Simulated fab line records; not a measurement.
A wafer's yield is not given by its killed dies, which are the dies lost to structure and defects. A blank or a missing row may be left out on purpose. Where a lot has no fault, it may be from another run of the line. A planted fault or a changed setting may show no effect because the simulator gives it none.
Which tool was responsible? ; flow nand_harc ; Sampling: 24 lots, 72 wafers, 4 of 1302 route steps

## WHAT THE GAUGES SHOWED, per wafer
NHARC_A_CONTACT_CD_MEAS_69 targets a cd of 300 nm.
lot;measured;on;cd_nm (nm)
L074;day 22 05:47;cd_sem-03;300.1 300.8 300.2
L075;day 22 15:23;cd_sem-01;301.8 301.7 300.6
L077;day 22 23:13;cd_sem-03;300.9 299.9 300.6
L076;day 23 04:55;cd_sem-01;300.0 299.9 299.4
L079;day 23 12:20;cd_sem-02;300.5 300.3 300.1
L078;day 23 15:22;cd_sem-03;299.8 298.7 299.4
L080;day 24 02:46;cd_sem-01;300.8 300.0 300.5
L082;day 25 06:23;cd_sem-02;299.3 299.0 300.6
L081;day 25 10:59;cd_sem-01;299.3 300.5 299.8
L083;day 25 15:32;cd_sem-01;300.4 299.5 300.0
L084;day 26 01:56;cd_sem-01;300.3 298.7 300.1
L087;day 26 12:02;cd_sem-01;301.1 300.5 301.0
L086;day 26 12:59;cd_sem-02;300.0 299.4 299.5
L085;day 26 16:52;cd_sem-02;300.6 300.6 300.3
L089;day 27 11:53;cd_sem-02;300.1 299.2 300.1
L088;day 28 02:53;cd_sem-01;301.1 300.7 300.9
L091;day 28 09:25;cd_sem-01;299.8 299.7 300.1
L090;day 28 20:17;cd_sem-02;300.3 299.8 299.6
L092;day 29 13:25;cd_sem-03;299.7 299.5 299.4
L093;day 29 14:39;cd_sem-02;299.3 300.2 299.4
L095;day 30 05:11;cd_sem-02;299.8 299.6 299.4
L094;day 30 07:19;cd_sem-02;300.1 299.7 300.9
L096;day 31 02:01;cd_sem-01;300.3 300.8 300.5
L097;day 31 03:04;cd_sem-03;300.9 300.6 300.5

## WHAT TOOL EACH LOT RAN ON (gives the tool, then ch and the chambers of the sampled wafers, and finally the start)
lot;NHARC_A_CONTACT_ETCH_111;NHARC_A_CONTACT_ETCH_120;NHARC_A_CONTACT_ETCH_122
L074;har_cap_etch-02 ch 0,1, day 21 21:35;har_cap_etch-02 ch 0,1, day 21 23:10;har_cap_etch-02 ch 0,1, day 21 23:30
L075;har_cap_etch-02 ch 0,1, day 22 07:13;har_cap_etch-02 ch 0,1, day 22 08:46;har_cap_etch-02 ch 0,1, day 22 09:07
L077;har_cap_etch-01 ch 0,1, day 22 14:47;har_cap_etch-01 ch 0,1, day 22 16:21;har_cap_etch-01 ch 0,1, day 22 16:41
L076;har_cap_etch-03 ch 0,1, day 22 18:12;har_cap_etch-03 ch 0,1, day 22 19:45;har_cap_etch-03 ch 0,1, day 22 20:05
L079;har_cap_etch-01 ch 0,1, day 23 02:27;har_cap_etch-01 ch 0,1, day 23 04:01;har_cap_etch-01 ch 0,1, day 23 04:21
L078;har_cap_etch-02 ch 0, day 23 03:50;har_cap_etch-02 ch 0, day 23 05:24;har_cap_etch-02 ch 0, day 23 05:44
L080;har_cap_etch-02 ch 0,1, day 23 18:43;har_cap_etch-02 ch 0,1, day 23 20:17;har_cap_etch-02 ch 0,1, day 23 20:38
L082;har_cap_etch-01 ch 0,1, day 24 22:17;har_cap_etch-01 ch 0,1, day 24 23:50;har_cap_etch-01 ch 0,1, day 25 00:11
L081;har_cap_etch-02 ch 0,1, day 25 02:02;har_cap_etch-02 ch 0,1, day 25 04:07;har_cap_etch-02 ch 0,1, day 25 04:35
L083;har_cap_etch-03 ch 0,1, day 25 05:13;har_cap_etch-03 ch 0,1, day 25 06:47;har_cap_etch-03 ch 0,1, day 25 07:07
L084;har_cap_etch-03 ch 0,1, day 25 15:11;har_cap_etch-03 ch 0,1, day 25 17:17;har_cap_etch-03 ch 0,1, day 25 17:44
L087;har_cap_etch-03 ch 0,1, day 26 02:20;har_cap_etch-03 ch 0,1, day 26 04:25;har_cap_etch-03 ch 0,1, day 26 04:52
L086;har_cap_etch-01 ch 0,1, day 26 03:25;har_cap_etch-01 ch 0,1, day 26 04:59;har_cap_etch-01 ch 0,1, day 26 05:19
L085;har_cap_etch-03 ch 0,1, day 26 07:48;har_cap_etch-03 ch 0,1, day 26 09:31;har_cap_etch-03 ch 0,1, day 26 09:52
L089;har_cap_etch-02 ch 0,1, day 27 03:41;har_cap_etch-02 ch 0,1, day 27 05:15;har_cap_etch-02 ch 0,1, day 27 05:35
L088;har_cap_etch-01 ch 1, day 27 18:40;har_cap_etch-01 ch 1, day 27 20:14;har_cap_etch-01 ch 1, day 27 20:34
L091;har_cap_etch-03 ch 0,1, day 27 23:43;har_cap_etch-03 ch 0,1, day 28 01:49;har_cap_etch-03 ch 0,1, day 28 02:16
L090;har_cap_etch-02 ch 0,1, day 28 11:18;har_cap_etch-02 ch 0,1, day 28 12:51;har_cap_etch-02 ch 0,1, day 28 13:11
L092;har_cap_etch-02 ch 0,1, day 29 04:53;har_cap_etch-02 ch 0,1, day 29 06:26;har_cap_etch-02 ch 0,1, day 29 06:47
L093;har_cap_etch-03 ch 0,1, day 29 06:32;har_cap_etch-03 ch 0,1, day 29 08:07;har_cap_etch-03 ch 0,1, day 29 08:27
L095;har_cap_etch-01 ch 0,1, day 29 20:59;har_cap_etch-01 ch 0,1, day 29 22:34;har_cap_etch-01 ch 0,1, day 29 22:53
L094;har_cap_etch-02 ch 0,1, day 29 22:07;har_cap_etch-02 ch 0,1, day 29 23:41;har_cap_etch-02 ch 0,1, day 30 00:01
L096;har_cap_etch-03 ch 0,1, day 30 17:46;har_cap_etch-03 ch 0,1, day 30 19:19;har_cap_etch-03 ch 0,1, day 30 19:40
L097;har_cap_etch-02 ch 0,1, day 30 18:05;har_cap_etch-02 ch 0,1, day 30 20:10;har_cap_etch-02 ch 0,1, day 30 20:37
- NHARC_A_CONTACT_ETCH_111: etches the open film in C4F8/O2/Ar, time 140 s, target depth 700 nm.
- NHARC_A_CONTACT_ETCH_120: etches the open film in C4F8/O2/Ar, time 190 s, target depth 1850 nm.
- NHARC_A_CONTACT_ETCH_122: etches the open film in C4F8/O2/Ar, time 190 s, target depth 1850 nm.

## WHAT THE TOOLS THEMSELVES READ (means of the sampled wafers that have a number; where no wafer has one, the mark that the record gives instead)
The record holds no such reading with a usual standard deviation.

## THE ANSWER, worked out from the rows above alone
Rule: the lots themselves supply what counts as usual. Put in order of their means at a reading, lots are off if they are a third of the lots or fewer, leave a main group of 4 or more, and stand apart from it by a gap of 3 or more times the standard deviation of the main group's means; of several such gaps the widest counts. A main group whose means are all the same, to the digits that the tables above print for the reading, isn't used. A lot without any number at a reading at which 4 lots or more have one is off too. Where the step has rows for the other lots, those lots are counted as sound. After the gauges, taken in route order, come the tools' own readings; for these a lot's mean is taken, as printed above. The first step at which some lot is off is used, and at that step the reading that is off furthest; a lot without a number counts as furthest.
Across all readings shown, no lot is off: no conclusion can be drawn from this.

## WHAT WAS PUT IN BY THE SIMULATOR
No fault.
